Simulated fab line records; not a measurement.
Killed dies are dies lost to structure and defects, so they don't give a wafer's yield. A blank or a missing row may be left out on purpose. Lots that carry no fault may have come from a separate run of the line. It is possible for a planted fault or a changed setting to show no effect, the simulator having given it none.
Matching of chambers | flow nand_harc | NHARC_A_CHANNEL_FILL_D1_ALD_02 on ald_hk-04: 4 sister chambers
The step deposits SiO2, target thk 6 nm, pulse time 10 s, ald cycles 60. 20 wafers are shown with their chamber, then 10 later ones without.

## WAFERS, EACH WITH ITS CHAMBER
wafer  | chamber | heater_power_w (W) | heater_power_outer_w (W) | precursor_pulse_height_rel
L075.2 | 1       | 423                | 232                      | 0.990
L075.3 | 0       | 444                | 254                      | 0.990
L075.5 | 0       | 445                | 253                      | 1.024
L077.2 | 3       | 554                | 295                      | 0.968
L077.4 | 0       | 446                | 247                      | 1.005
L077.5 | 0       | 428                | 254                      | 0.982
L079.3 | 2       | 393                | 245                      | 1.002
L079.5 | 2       | 398                | 242                      | 0.996
L079.6 | 1       | 417                | 231                      | 1.005
L080.1 | 1       | 420                | 232                      | 1.030
L080.2 | 2       | 407                | 254                      | 0.963
L080.4 | 3       | 531                | 300                      | 0.965
L083.1 | 0       | 412                | 235                      | 0.940
L083.2 | 1       | 405                | 225                      | 0.989
L083.6 | 2       | 388                | 251                      | 0.986
L084.4 | 0       | 408                | 236                      | 1.002
L084.5 | 0       | 407                | 228                      | 0.986
L084.6 | 1       | 412                | 225                      | 0.979
L086.2 | 2       | 403                | 252                      | 1.011
L086.5 | 3       | 495                | 262                      | 0.981

SIGNATURES (averages over the wafers above)
reading                    | chamber 0 | chamber 1 | chamber 2 | chamber 3 | scatter within a chamber
heater_power_w             | 427.14    | 415.40    | 397.80    | 526.67    | 16.1
heater_power_outer_w       | 243.86    | 229.00    | 248.80    | 285.67    | 10.3
precursor_pulse_height_rel | 0.98986   | 0.99860   | 0.99160   | 0.97133   | 0.0212
Rule: a wafer lies at a distance from a chamber equal to the root of the sum of squares, over the readings, of (its reading less the chamber's mean, divided by the reading's scatter). The wafer belongs to the nearest chamber; if the next one is less than 2 further off, it can't be placed. The scatter: take each reading less its chamber's mean, square it, sum over the shown wafers, divide by the number of wafers less the number of chambers, and take the root.

## WAFERS WHOSE CHAMBER IS MISSING
wafer  | heater_power_w (W) | heater_power_outer_w (W) | precursor_pulse_height_rel
L086.6 | 412                | 238                      | 1.002
L089.1 | 408                | 241                      | 0.967
L089.2 | 399                | 238                      | 1.017
L089.5 | 392                | 242                      | 1.000
L090.3 | 491                | 257                      | 1.015
L090.4 | 411                | 226                      | 1.039
L090.6 | 406                | 256                      | 0.992
L097.1 | 500                | 258                      | 0.989
L097.3 | 416                | 231                      | 0.984
L097.6 | 496                | 259                      | 0.992

## EACH ONE'S CHAMBER
wafer  | from the rows above               | in truth
L086.6 | can't be placed: 1 or 0 or 2      | 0
L089.1 | can't be placed: 2 or 0 or 1      | 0
L089.2 | can't be placed: 2 or 1 or 0      | 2
L089.5 | can't be placed: 2 or 1 or 0      | 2
L090.3 | can't be placed: 3 or 0 or 1 or 2 | 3
L090.4 | can't be placed: 1 or 0 or 2      | 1
L090.6 | can't be placed: 2 or 0 or 1      | 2
L097.1 | can't be placed: 3 or 0           | 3
L097.3 | can't be placed: 1 or 0 or 2      | 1
L097.6 | can't be placed: 3 or 0           | 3
Placed correctly: 0 of 10. Cannot be placed on the basis of these rows: 10; the candidates contain the true chamber in 10. Wrongly placed: 0.
